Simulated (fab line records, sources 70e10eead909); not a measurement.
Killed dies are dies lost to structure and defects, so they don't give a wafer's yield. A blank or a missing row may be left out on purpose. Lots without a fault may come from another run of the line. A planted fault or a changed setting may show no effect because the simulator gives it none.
fab line records | flow nand_harc | part 2 of 2: steps 27 to 37 of 37
record lots=5 wafers=15 last_day=23
route steps=1159 shown A_BLC@984 A_M0@994
lots that met no fault: from a run of the same line without faults
start_h: hours from the record's first day to the start of the lot's first wafer shown | wait_h: hours since the lot's step before | " the same as in the row above | L1.1+2: a row that stands for several wafers | - no value, or no start given | * or withheld: withheld | < > ~ a bound
route shown NAME@n: a module of which the file shows steps, and the number in the route of the first | usual: mean/standard deviation of fault-free wafers | same: alike in all rows | chamber/n: place in a boat | sites: the reading at each site | _std_site: their standard deviation | _edge_site: outer sites' mean less inner sites' | radius_mm: how far each site lies from the wafer's centre | mask NAME#n: copy n | behind: the tool/chamber that last shaped the wafer | hold: why the lot was held/for how many hours/how that ended | device: the transistor (n, p or np) that didn't switch | end of line: the same wafers' tests at the end of the route | a step without rows: its recipe alone | killed: dies lost to structure and defects at the first sort, not the wafer's yield | map: a wafer's dies, x killed, . not, _ none there
set.NAME: the setting as run; set.NAME@STEP: as run at that earlier step | model.NAME: the simulator's own value behind a step, which no gauge read
lots at some steps of the route; a table a step, a row a wafer
services: from which hour (start_h, from the record's first day; less than 0 if before it) a tool's chamber was out of use, for how many hours, and why
## steps
# step NHARC_A_M0_STRIP_18
# recipe power_w=1000 n2_flow_sccm=150 h2_flow_sccm=150 ar_flow_sccm=0 bias_w=0 chemistry=N2/H2
# usual drypump_motor_current_A=5.7/0.31 oes_product_au=0.999/0.01 rf_vpp_V=90.9/0.96 showerhead_plenum_p_Torr=2.09/0.09 throttle_valve_pct=14.171/0.0099
# columns lot.wafer tool chamber start_h wait_h drypump_motor_current_A oes_product_au rf_hours_counter_h rf_vpp_V showerhead_plenum_p_Torr throttle_valve_pct
L076.1 rie_diel-05 2 413.09 0.1 6.1 1.003 5 90.2 1.99 14.167
L076.4 " 3 " " 5.7 1.002 - 91.0 2.13 14.161
L076.5 " 0 " " 6.1 1.000 - 89.8 2.18 14.164
L086.3 rie_diel-01 3 463.30 0.1 5.1 1.003 8 89.6 2.15 14.186
L086.6 " 0 " " 5.6 0.992 - 90.5 2.08 14.161
L086.5 " 1 " " 5.8 0.996 - 91.6 2.14 14.174
L091.1 rie_diel-05 3 495.76 0.1 5.7 1.004 10 91.5 2.13 14.179
L091.4 " 0 " " 6.2 0.998 10 91.2 2.17 14.174
L091.5 " 2 " " 6.2 1.016 - 91.0 1.99 14.174
L088.1 rie_diel-05 1 501.85 0.1 5.5 1.000 9 90.9 1.91 14.177
L088.2 " 3 " " 5.7 0.989 10 91.9 2.13 14.162
L088.5 " 1 " " 5.5 0.999 - 90.2 1.91 14.144
L089.2 rie_diel-08 3 509.91 0.1 6.0 1.001 2 90.1 2.16 14.184
L089.3 " 0 " " 5.6 1.020 2 91.6 2.20 14.173
L089.1 " 1 " " 5.6 1.002 1 90.6 2.04 14.176
# step NHARC_A_M0_STRIP_19
# recipe time_s=600 temp_c=30 chemistry=post_etch_residue_remover
# columns lot.wafer tool chamber start_h wait_h
L076.1+5+4 wet_bench-01 4,5,0 413.42 -
L086.5+3+6 wet_bench-06 3,4,5 463.50 -
L091.1+5+4 wet_bench-06 5,7,0 496.01 -
L088.1+2+5 wet_bench-01 6,7,2 502.12 -
L089.3+2+1 wet_bench-06 1,2,3 510.18 -
# step NHARC_A_M0_DEGAS_28
# recipe temp_c=250 time_s=60
# usual heater_power_w=349/37
# columns lot.wafer tool chamber start_h wait_h heater_power_w
L076.4 pvd_sputter-03 - 413.71 - 383
L076.1 " - " " 418
L076.5 " - " " 312
L086.3 pvd_sputter-02 - 463.77 - 374
L086.5 " - " " 386
L086.6 " - " " 374
L091.4 pvd_sputter-03 - 496.27 - 359
L091.1 " - " " 290
L091.5 " - " " 446
L088.2 pvd_sputter-02 - 502.39 - 388
L088.1 " - " " 378
L088.5 " - " " 379
L089.2 pvd_sputter-03 - 510.43 - 326
L089.3 " - " " 360
L089.1 " - " " 294
# step NHARC_A_M0_PRE_CLEAN_29
# recipe time_s=30 temp_c=280 gas=H2/He
# usual heater_power_w=426/46
# columns lot.wafer tool chamber start_h wait_h heater_power_w
L076.1 pvd_sputter-03 - - - 398
L076.4 " - " " 521
L076.5 " - " " 389
L086.3 pvd_sputter-02 - - - 450
L086.6 " - " " 359
L086.5 " - " " 464
L091.4 pvd_sputter-03 - - - 528
L091.1 " - " " 370
L091.5 " - " " 535
L088.2 pvd_sputter-02 - - - 353
L088.1 " - " " 461
L088.5 " - " " 472
L089.1 pvd_sputter-03 - - - 407
L089.3 " - " " 432
L089.2 " - " " 547
# step NHARC_A_M0_PVD_20
# recipe target_thk_a=50 bias_v=168.6 power_w=15000 chamber_pressure_pa=0.12 time_s=8.06 substrate_temp_c=50 material=TaN
# usual throttle_valve_pct=29.9/0.96
# columns lot.wafer tool chamber start_h wait_h throttle_valve_pct
L076.1 pvd_sputter-03 - - - 30.2
L076.4 " - " " 30.7
L076.5 " - " " 31.8
L086.3 pvd_sputter-02 - - - 28.6
L086.6 " - " " 28.7
L086.5 " - " " 28.5
L091.1 pvd_sputter-03 - - - 28.9
L091.4 " - " " 30.6
L091.5 " - " " 29.2
L088.1 pvd_sputter-02 - - - 28.8
L088.2 " - " " 28.7
L088.5 " - " " 30.0
L089.3 pvd_sputter-03 - - - 30.4
L089.1 " - " " 28.8
L089.2 " - " " 30.4
# step NHARC_A_M0_PVD_21
# recipe target_thk_a=300 chamber_pressure_pa=5 power_w=5000 substrate_temp_c=30 time_s=20.49 material=Cu
# usual throttle_valve_pct=29.9/0.95
# columns lot.wafer tool chamber start_h wait_h throttle_valve_pct
L076.1 pvd_sputter-03 - - - 31.6
L076.4 " - " " 30.7
L076.5 " - " " 30.3
L086.3 pvd_sputter-02 - - - 28.7
L086.5 " - " " 28.5
L086.6 " - " " 28.6
L091.4 pvd_sputter-03 - - - 30.5
L091.1 " - " " 31.7
L091.5 " - " " 30.4
L088.2 pvd_sputter-02 - - - 28.9
L088.1 " - " " 30.0
L088.5 " - " " 30.3
L089.2 pvd_sputter-03 - - - 31.2
L089.3 " - " " 30.8
L089.1 " - " " 30.7
# step NHARC_A_M0_ECD_22
# recipe target_thk_a=4000 bath_temp_c=25 material=Cu
# columns lot.wafer tool chamber start_h wait_h
L076.1+4+5 ecd_cu-02 0 414.11 -
L086.3+6+5 ecd_cu-02 1,1,0 464.22 -
L091.1+4+5 ecd_cu-02 0,0,1 496.63 -
L088.1+2+5 ecd_cu-02 0,1,0 502.74 -
L089.1+2+3 ecd_cu-01 1,0,0 510.80 -
# step NHARC_A_M0_ANNEAL_30
# recipe temp_c=225 time_s=90
# usual wafer_temp_C_max=226.1/0.32
# columns lot.wafer tool chamber start_h wait_h wafer_temp_C_max
L076.1 rtp_anneal-01 0 414.44 - 226.0
L076.4 " 0 " " 226.2
L076.5 " 0 " " 225.9
L086.3 rtp_anneal-01 0 464.60 - 226.1
L086.5 " 0 " " 225.7
L086.6 " 0 " " 226.0
L091.1 rtp_anneal-01 0 497.01 - 226.1
L091.4 " 0 " " 226.4
L091.5 " 0 " " 226.0
L088.1 rtp_anneal-01 0 503.12 - 226.4
L088.2 " 0 " " 226.1
L088.5 " 0 " " 226.4
L089.1 rtp_anneal-02 0 511.67 0.8 226.1
L089.2 " 0 " " 225.8
L089.3 " 0 " " 225.6
# step NHARC_A_M0_CMP_23
# recipe t_overpolish_s=20 target_thk_nm=113.75
# usual motor_current_A=12.1/0.65 time_to_endpoint_s=28.9/2.7
# columns lot.wafer tool chamber start_h wait_h motor_current_A time_to_endpoint_s
L076.4 cmp-02 2 414.78 - 13.7 28.8
L076.1 " 1 " " 12.5 32.5
L076.5 " 2 " " 13.0 29.4
L086.3 cmp-04 0 464.85 - 12.5 28.0
L086.6 " 0 " " 12.4 31.2
L086.5 " 1 " " 12.2 30.5
L091.4 cmp-03 3 497.35 - 12.2 27.2
L091.1 " 0 " " 12.4 27.8
L091.5 " 3 " " 12.4 26.4
L088.2 cmp-02 1 503.52 - 11.8 29.5
L088.1 " 2 " " 12.7 25.5
L088.5 " 3 " " 12.1 25.9
L089.2 cmp-03 2 512.02 - 13.1 26.0
L089.3 " 3 " " 12.2 26.8
L089.1 " 0 " " 12.4 27.1
# step NHARC_A_M0_THK_MEAS_24
# recipe thk_meas_gauge=xrf
# usual thk_nm=113.5/1.4
# columns lot.wafer tool chamber start_h wait_h thk_nm
L076.1 film_metro-01 - 415.10 - 116.1
L076.4 " - " " 114.8
L076.5 " - " " 113.3
L086.3 film_metro-01 - 465.16 - 115.2
L086.5 " - " " 115.5
L086.6 " - " " 113.0
L091.1 film_metro-01 - 497.67 - 111.7
L091.4 " - " " 112.2
L091.5 " - " " 112.8
L088.1 film_metro-01 - 503.78 - 111.2
L088.2 " - " " 112.6
L088.5 " - " " 112.1
L089.1 film_metro-02 - 512.34 - 113.4
L089.2 " - " " 113.6
L089.3 " - " " 112.0
# step NHARC_A_M0_SRD_25
# columns lot.wafer tool chamber start_h wait_h
L076.1+5+4 wet_bench-08 1,2,3 415.15 0.0
L086.5+3+6 wet_bench-08 3,5,0 465.20 0.0
L091.1+4+5 wet_bench-08 2,3,5 497.71 0.0
L088.2+1+5 wet_bench-10 5,7,0 503.83 0.0
L089.3+1+2 wet_bench-08 1,2,3 512.38 0.0
## services
# columns tool chamber start_h hours kind
rie_diel-01 2 383.43 5.0 repair
arfi_scanner-01 - 387.58 1.2 repair
cmp-03 - 396.31 0.9 repair
pvd_sputter-02 - 396.88 10.0 pm
rie_diel-05 1 404.34 19.3 repair
cmp-03 - 405.13 1.8 repair
ald_metal-04 - 406.16 10.0 pm
wet_bench-08 - 406.40 8.0 pm
pvd_sputter-03 - 415.59 1.0 repair
cvd_w-01 1 420.41 14.3 repair
rie_diel-05 0 421.02 11.1 repair
rie_diel-05 3 434.95 1.4 repair
rie_diel-05 - 435.34 1.6 repair
rie_diel-05 - 438.52 2.7 repair
litho_track-01 - 443.00 7.0 pm
cmp-03 - 450.14 4.0 pm
pecvd-03 2 457.59 5.2 repair
pvd_sputter-03 - 458.01 10.0 pm
wet_bench-09 - 464.80 8.0 pm
litho_track-06 - 467.00 7.0 pm
pecvd-03 - 473.23 13.0 pm
rie_diel-08 - 478.80 9.0 pm
litho_track-04 - 491.00 7.0 pm
rie_diel-01 - 491.92 9.0 pm
